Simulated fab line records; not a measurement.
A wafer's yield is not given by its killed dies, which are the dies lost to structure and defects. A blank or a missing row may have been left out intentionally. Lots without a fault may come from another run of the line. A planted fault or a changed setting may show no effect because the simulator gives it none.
fab line records    flow n5_finfet
record lots=9  wafers=26  last_day=16
route steps=1938 shown MOL_CONTACT_COAG@560 BEOL_M4@1111
lots with no fault: from the same line, run without faults
start_h: the number of hours between the record's first day and the start of the first shown wafer of the lot    wait_h: how many hours have passed since the lot's step before this one    " the same as in the row above    L1.1+2: one row covering several wafers at once    - either no value or no given start    * or withheld: withheld    < > ~ a bound
route shown NAME@n: names a module that has steps shown in the file, with the first one's number in the route    usual: the fault-free wafers' mean and standard deviation    same: alike in all rows    chamber/n: place in a boat    sites: the reading at each site    _std_site: standard deviation across them    _edge_site: mean of outer sites minus mean of inner sites    radius_mm: how far each site lies from the wafer's centre    mask NAME#n: copy n    behind: tool/chamber where the wafer was last shaped    hold: why the lot was held/for how many hours/how that ended    device: whichever transistor did not switch (one of n, p or np)    end of line: tests run on the same wafers once the route is complete    a step given without rows: its recipe and nothing more    killed: count of dies lost to structure and defects at first sort (not the wafer's yield)    map: dies across one wafer; x = killed, . = not, _ = none there
set.NAME: the run value of the setting; set.NAME@STEP: its run value at that earlier step    model.NAME: the simulator's own value behind a step, which no gauge read
a sample of lots followed through the steps of the route, with each step as a table and each wafer as a row
services: from which hour (start_h, from the record's first day; less than 0 if before it) a tool's chamber was out of use, for how many hours, and why
## steps
# step N5_MOL_CONTACT_COAG_CMP_28
# recipe stop_on=SiNx  t_overpolish_s=0.85  post_cmp_clean=alkaline_brush  down_force_psi=4.15  platen_rpm=51.8  pad_velocity_m_s=1.0307  target_thk_nm=14.522
# usual motor_current_A=12.1/1.4  time_to_endpoint_s=4.6/2.6
lot.wafer  tool    chamber  start_h  wait_h  motor_current_A  time_to_endpoint_s
L258.2     cmp-02  1        107.20   0.8     9.9              0.0
L258.6     "       1        "        "       10.4             0.0
L260.1     cmp-01  3        123.62   0.8     11.7             6.3
L260.3     "       1        "        "       12.5             4.9
L260.6     "       3        "        "       12.0             7.3
L265.4     cmp-02  0        147.73   0.9     13.2             4.2
L265.6     "       1        "        "       10.1             4.0
L265.5     "       2        "        "       11.5             6.8
L266.4     cmp-03  3        154.84   0.8     11.7             4.8
L266.3     "       1        "        "       11.5             3.9
L266.5     "       3        "        "       11.3             5.2
L267.3     cmp-02  1        164.86   0.8     10.2             4.1
L267.2     "       3        "        "       12.8             7.9
L267.6     "       0        "        "       12.2             2.4
L272.4     cmp-03  2        187.85   1.0     12.9             7.0
L272.1     "       0        "        "       10.8             4.5
L272.6     "       1        "        "       11.2             3.7
L271.1     cmp-03  3        196.69   0.8     12.2             3.6
L271.4     "       0        "        "       11.2             1.2
L271.6     "       3        "        "       12.0             2.8
L275.1     cmp-01  1        211.37   0.9     12.8             3.4
L275.6     "       2        "        "       15.2             6.1
L275.5     "       3        "        "       12.4             3.3
L278.3     cmp-02  1        228.00   0.8     10.3             4.5
L278.2     "       2        "        "       11.2             3.7
L278.4     "       3        "        "       13.1             8.5
# step N5_MOL_CONTACT_COAG_ETCHBACK_135
# recipe chemistry=CHF3  target=SiO2  target_depth_a=250  time_s=16.7  ion_energy_ev=200  pressure_mtorr=30  source_w=610  bias_w=170  Ar_flow_sccm=200  CHF3_flow_sccm=50
# usual CHF3_flow_sccm=49.99/0.18  bias_w=170.1/0.56  drypump_motor_current_A=5.6/0.38  oes_product_au=0.76/0.089  rf_vpp_V=519/7.7  showerhead_plenum_p_Torr=2.39/0.072  throttle_valve_pct=18.93/0.24
lot.wafer  tool         chamber  start_h  wait_h  CHF3_flow_sccm  bias_w  drypump_motor_current_A  oes_product_au  rf_hours_counter_h  rf_vpp_V  showerhead_plenum_p_Torr  throttle_valve_pct
L258.2     rie_diel-02  3        109.46   0.0     49.81           169.5   5.8                      0.87            31                  518       2.52                      18.61
L258.6     "            0        "        "       49.73           169.8   5.3                      0.92            -                   528       2.45                      18.94
L260.1     rie_diel-06  0        125.52   0.0     50.33           169.8   5.9                      0.68            255                 517       2.43                      18.87
L260.3     "            3        "        "       50.03           169.5   6.0                      0.70            226                 521       2.37                      19.39
L260.6     "            3        "        "       49.88           169.8   5.9                      0.70            -                   521       2.37                      19.39
L265.4     rie_diel-02  1        149.35   0.0     -               -       -                        -               -                   -         -                         -
L265.5     "            2        "        "       -               -       -                        -               -                   -         -                         -
L265.6     "            3        "        "       -               -       -                        -               -                   -         -                         -
L266.3     rie_diel-06  3        157.08   0.0     -               -       -                        -               -                   -         -                         -
L266.4     "            3        "        "       -               -       -                        -               -                   -         -                         -
L266.5     "            2        "        "       -               -       -                        -               -                   -         -                         -
L267.2     rie_diel-06  2        166.68   0.0     -               -       -                        -               -                   -         -                         -
L267.3     "            3        "        "       -               -       -                        -               -                   -         -                         -
L267.6     "            3        "        "       -               -       -                        -               -                   -         -                         -
L272.1     rie_diel-06  0        189.70   0.0     49.93           170.6   5.9                      0.66            283                 516       2.42                      18.93
L272.4     "            3        "        "       49.77           169.9   5.9                      0.67            -                   520       2.35                      19.45
L272.6     "            0        "        "       49.95           170.2   5.9                      0.66            -                   515       2.42                      18.94
L271.1     rie_diel-02  3        198.44   0.0     49.97           170.2   5.8                      0.85            63                  517       2.51                      18.66
L271.4     "            2        "        "       50.02           170.8   5.0                      0.71            207                 517       2.37                      18.85
L271.6     "            0        "        "       50.17           169.4   5.3                      0.87            -                   527       2.43                      19.00
L275.1     rie_diel-04  3        214.42   0.0     49.98           169.8   5.7                      0.71            211                 532       2.37                      19.10
L275.5     "            3        "        "       50.08           170.9   5.7                      0.72            -                   532       2.37                      19.10
L275.6     "            1        "        "       50.25           168.9   5.4                      0.87            -                   527       2.40                      18.74
L278.2     rie_diel-06  2        229.92   0.0     49.92           168.6   5.3                      0.70            233                 517       2.28                      19.13
L278.3     "            1        "        "       49.86           169.8   6.1                      0.68            256                 520       2.45                      19.14
L278.4     "            0        "        "       50.11           169.9   5.9                      1.01            -                   516       2.42                      18.47
# step N5_MOL_CONTACT_COAG_VIA_ETCH_46
# recipe chemistry=C4F6/O2  target_depth_a=460  overetch_a=92  mask_material=SOC  target=SiO2  bias_w=455  pressure_mtorr=10  time_s=40  source_w=325  Ar_flow_sccm=300  C4F6_flow_sccm=10  O2_flow_sccm=10  ion_energy_ev=575.3  ends=end_point
# usual C4F6_flow_sccm=9.995/0.028  drypump_motor_current_A=5.6/0.39  oes_product_au=0.68/0.073  rf_vpp_V=1574/22  showerhead_plenum_p_Torr=2.85/0.084  throttle_valve_pct=41.2/0.43
lot.wafer  tool         chamber  start_h  wait_h  C4F6_flow_sccm  drypump_motor_current_A  oes_product_au  rf_hours_counter_h  rf_vpp_V  showerhead_plenum_p_Torr  throttle_valve_pct
L258.2     rie_diel-02  3        109.49   0.0     9.958           5.7                      0.79            31                  1568      3.00                      41.2
L258.6     "            0        "        "       10.017          5.3                      0.84            -                   1596      2.92                      42.1
L260.1     rie_diel-06  0        125.55   0.0     9.979           6.0                      0.59            255                 1566      2.90                      41.0
L260.3     "            3        "        "       9.943           6.0                      0.63            226                 1582      2.82                      41.7
L260.6     "            3        "        "       9.939           5.9                      0.63            -                   1583      2.82                      41.7
L265.4     rie_diel-02  1        149.39   0.0     10.041          5.5                      0.65            196                 1519      2.94                      40.9
L265.5     "            2        "        "       9.963           5.0                      0.65            -                   1569      2.84                      40.9
L265.6     "            3        "        "       9.951           5.8                      0.77            -                   1566      2.99                      41.2
L266.3     rie_diel-06  3        157.11   0.0     10.020          6.0                      0.62            240                 1582      2.82                      41.7
L266.4     "            3        "        "       10.026          5.9                      0.62            -                   1582      2.82                      41.7
L266.5     "            2        "        "       10.010          5.3                      0.65            -                   1568      2.74                      41.5
L267.2     rie_diel-06  2        166.71   0.0     9.991           5.3                      0.66            206                 1568      2.74                      41.5
L267.3     "            3        "        "       9.984           5.9                      0.62            244                 1581      2.81                      41.7
L267.6     "            3        "        "       10.006          5.9                      0.63            -                   1580      2.81                      41.7
L272.1     rie_diel-06  0        189.74   0.0     10.002          6.0                      0.58            283                 1566      2.89                      41.0
L272.4     "            3        "        "       10.003          5.9                      0.61            -                   1580      2.81                      41.7
L272.6     "            0        "        "       9.977           5.9                      0.59            -                   1566      2.89                      41.0
L271.1     rie_diel-02  3        198.47   0.0     9.980           5.8                      0.75            63                  1565      2.98                      41.2
L271.4     "            2        "        "       9.971           5.0                      0.65            207                 1568      2.83                      41.0
L271.6     "            0        "        "       9.996           5.3                      0.78            -                   1595      2.91                      42.1
L275.1     rie_diel-04  3        214.45   0.0     9.964           5.7                      0.63            211                 1611      2.83                      41.3
L275.5     "            3        "        "       9.967           5.7                      0.63            -                   1610      2.83                      41.3
L275.6     "            1        "        "       9.990           5.4                      0.77            -                   1596      2.86                      40.6
L278.2     rie_diel-06  2        229.96   0.0     10.039          5.3                      0.63            233                 1565      2.72                      41.5
L278.3     "            1        "        "       9.976           6.0                      0.63            257                 1574      2.92                      41.5
L278.4     "            0        "        "       10.012          5.9                      0.88            -                   1566      2.89                      40.9
# step N5_MOL_CONTACT_COAG_ETCH_47
# recipe chemistry=CH3F/O2  target=SiNx  target_depth_a=270  mask_material=SiO2  stop_on=W  over_etch_frac=0.2  ion_energy_ev=120  endpoint=OES-CN  pressure_mtorr=30  source_w=395  bias_w=73  Ar_flow_sccm=150  CH3F_flow_sccm=30  O2_flow_sccm=20  ends=end_point
# usual drypump_motor_current_A=5.6/0.38  etch_rf_on_time_s=31.2/0.63  oes_product_au=0.68/0.079  rf_vpp_V=295/4.1  showerhead_plenum_p_Torr=2.01/0.063  throttle_valve_pct=16.55/0.24
lot.wafer  tool         chamber  start_h  wait_h  drypump_motor_current_A  etch_rf_on_time_s  oes_product_au  rf_hours_counter_h  rf_vpp_V  showerhead_plenum_p_Torr  throttle_valve_pct
L258.2     rie_diel-02  3        109.60   0.0     5.8                      30.9               0.79            31                  294       2.12                      16.20
L258.6     "            0        "        "       5.3                      30.4               0.83            -                   298       2.06                      16.49
L260.1     rie_diel-06  0        125.66   0.0     5.9                      30.6               0.61            255                 292       2.04                      16.50
L260.3     "            3        "        "       5.9                      31.7               0.63            226                 297       1.99                      17.01
L260.6     "            3        "        "       5.9                      31.8               0.62            -                   296       1.99                      17.02
L265.4     rie_diel-02  1        149.49   0.0     5.5                      31.3               0.64            196                 283       2.07                      16.65
L265.5     "            2        "        "       5.0                      31.5               0.65            -                   294       2.00                      16.48
L265.6     "            3        "        "       5.7                      31.0               0.77            -                   294       2.11                      16.21
L266.3     rie_diel-06  3        157.22   0.0     5.9                      31.4               0.62            240                 296       1.98                      17.05
L266.4     "            3        "        "       5.9                      31.5               0.62            -                   297       1.98                      17.06
L266.5     "            2        "        "       5.3                      30.8               0.66            -                   294       1.92                      16.69
L267.2     rie_diel-06  2        166.82   0.0     5.3                      31.2               0.65            206                 294       1.92                      16.69
L267.3     "            3        "        "       5.9                      31.4               0.62            244                 296       1.98                      17.04
L267.6     "            3        "        "       5.9                      31.7               0.62            -                   295       1.98                      17.05
L272.1     rie_diel-06  0        189.84   0.0     6.0                      31.3               0.58            283                 294       2.03                      16.58
L272.4     "            3        "        "       5.9                      32.6               0.60            -                   295       1.98                      17.08
L272.6     "            0        "        "       6.0                      31.3               0.58            -                   294       2.04                      16.58
L271.1     rie_diel-02  3        198.58   0.0     5.7                      30.6               0.75            63                  292       2.11                      16.25
L271.4     "            2        "        "       5.0                      32.2               0.63            207                 293       1.99                      16.51
L271.6     "            0        "        "       5.3                      31.0               0.77            -                   298       2.04                      16.56
L275.1     rie_diel-04  3        214.56   0.0     5.7                      31.6               0.64            211                 301       1.99                      16.71
L275.5     "            3        "        "       5.7                      31.1               0.64            -                   301       1.99                      16.71
L275.6     "            1        "        "       5.4                      30.0               0.77            -                   299       2.01                      16.31
L278.2     rie_diel-06  2        230.06   0.0     5.3                      31.0               0.63            233                 293       1.91                      16.74
L278.3     "            1        "        "       6.1                      31.9               0.62            257                 294       2.06                      16.76
L278.4     "            0        "        "       6.0                      29.6               0.90            -                   293       2.03                      16.05
# step N5_BEOL_M4_RC_MEAS_101
# usual DIBL_N=36.3/1.6  DIBL_P=36.2/2.1  IOFF_N=0.16/0.031  IOFF_P=0.21/0.034  ION_N=673/11  ION_P=461/7.4  SS_N=71.6/0.55  SS_P=73.3/0.66  VT_N=251/3.2  VT_P=-251/3.5
lot.wafer  tool       chamber  start_h  wait_h  DIBL_N[mV/V]  DIBL_P[mV/V]  IOFF_N[nA/um]  IOFF_P[nA/um]  ION_N[uA/um]  ION_P[uA/um]  SS_N[mV/dec]  SS_P[mV/dec]  VT_N[mV]  VT_P[mV]
L258.2     prober-02  0        163.25   0.2     33.4          33.4          0.12           0.15           664           452           70.8          72.9          258       -254
L258.6     "          0        "        "       35.0          36.1          0.15           0.20           661           453           71.6          73.3          249       -251
L260.1     prober-02  0        185.05   0.0     36.0          35.8          0.14           0.22           661           460           72.0          73.4          255       -250
L260.3     "          0        "        "       38.8          39.2          0.20           0.28           679           467           71.9          74.3          249       -244
L260.6     "          0        "        "       38.9          39.4          0.19           0.28           675           473           72.2          74.7          248       -244
L265.4     prober-02  0        206.67   0.5     34.8          35.7          0.14           0.18           652           452           70.9          72.8          247       -252
L265.5     "          0        "        "       36.3          37.0          0.16           0.19           679           461           71.2          73.4          250       -254
L265.6     "          0        "        "       37.1          38.3          0.18           0.22           665           455           71.7          74.2          246       -250
L266.3     prober-01  0        211.20   0.3     34.6          34.2          0.14           0.17           675           458           71.9          73.1          252       -255
L266.4     "          0        "        "       36.0          36.7          0.18           0.20           683           469           71.6          73.8          249       -251
L266.5     "          0        "        "       35.9          36.5          0.17           0.20           694           469           72.3          74.3          249       -252
L267.2     prober-01  0        222.41   0.2     35.0          33.8          0.13           0.17           672           456           70.8          72.5          256       -254
L267.3     "          0        "        "       37.7          36.7          0.19           0.21           676           456           72.4          73.1          249       -251
L267.6     "          0        "        "       36.8          34.5          0.15           0.18           661           453           71.7          72.5          253       -254
L272.1     prober-02  0        245.44   0.0     37.3          38.7          0.19           0.27           687           475           71.9          73.0          245       -241
L272.4     "          0        "        "       33.8          33.8          0.12           0.20           680           476           70.7          72.2          252       -248
L272.6     "          0        "        "       35.9          36.8          0.17           0.24           680           469           71.6          73.1          247       -244
L271.1     prober-02  0        256.65   0.0     36.4          34.9          0.15           0.19           674           457           71.6          72.7          248       -251
L271.4     "          0        "        "       34.2          32.6          0.12           0.16           643           451           71.2          71.4          255       -251
L271.6     "          0        "        "       34.8          34.5          0.14           0.19           660           459           70.7          73.0          253       -252
L275.1     prober-01  0        268.94   0.0     36.5          37.0          0.16           0.20           669           462           72.3          73.6          251       -249
L275.5     "          0        "        "       36.2          36.8          0.15           0.20           665           460           71.2          73.7          251       -251
L275.6     "          0        "        "       35.5          34.7          0.13           0.17           661           452           71.5          73.0          256       -253
L278.2     prober-01  0        295.65   0.2     34.2          32.7          0.10           0.14           656           455           70.4          71.8          257       -254
L278.3     "          0        "        "       37.2          37.0          0.15           0.19           667           456           71.2          72.6          251       -253
L278.4     "          0        "        "       36.9          36.4          0.14           0.19           666           463           71.6          72.9          252       -255
## services
tool         chamber  start_h  hours  kind
rie_diel-06  2        87.77    25.7   repair
rie_diel-06  1        88.98    2.9    repair
rie_diel-02  3        89.46    1.7    repair
rie_diel-06  1        102.88   93.9   repair
rie_diel-04  3        109.30   9.0    repair
cmp-03       -        111.24   4.0    pm
cmp-02       -        134.22   4.5    pm
cmp-03       -        134.79   3.7    pm
cmp-03       -        142.53   0.3    repair
rie_diel-02  1        162.23   15.8   repair
cmp-01       -        167.23   2.6    repair
cmp-01       -        176.94   11.4   pm
cmp-02       -        188.39   11.7   pm
rie_diel-02  -        192.75   0.2    repair
rie_diel-06  0        198.38   -      clean
rie_diel-06  0        198.38   -      consumable_replace:focus_ring
rie_diel-06  0        198.38   20.0   scheduled_down
rie_diel-06  0        198.38   20.0   vent_cycle
cmp-02       -        200.59   4.0    pm
rie_diel-04  0        208.52   8.1    repair
rie_diel-06  3        218.47   -      clean
rie_diel-06  3        218.47   -      consumable_replace:focus_ring
rie_diel-06  -        224.00   4.3    pm
cmp-03       -        228.10   0.5    repair
## key
first_sign step=N5_MOL_CONTACT_COAG_ETCHBACK_135  reading=tool_record  direction=missing
effect none on later readings
met_at N5_MOL_CONTACT_COAG_ETCHBACK_135
struck_lots L265,L266,L267
not_acting_at N5_MOL_CONTACT_COAG_CMP_28,N5_MOL_CONTACT_COAG_VIA_ETCH_46,N5_MOL_CONTACT_COAG_ETCH_47
onset_between 125.52 149.35
fault kind=skipped_step_whole  tool=rie_diel-02,rie_diel-06  chamber=-  onset_h=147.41  steps=N5_MOL_CONTACT_COAG_ETCHBACK_135  scope=struck_lots_only
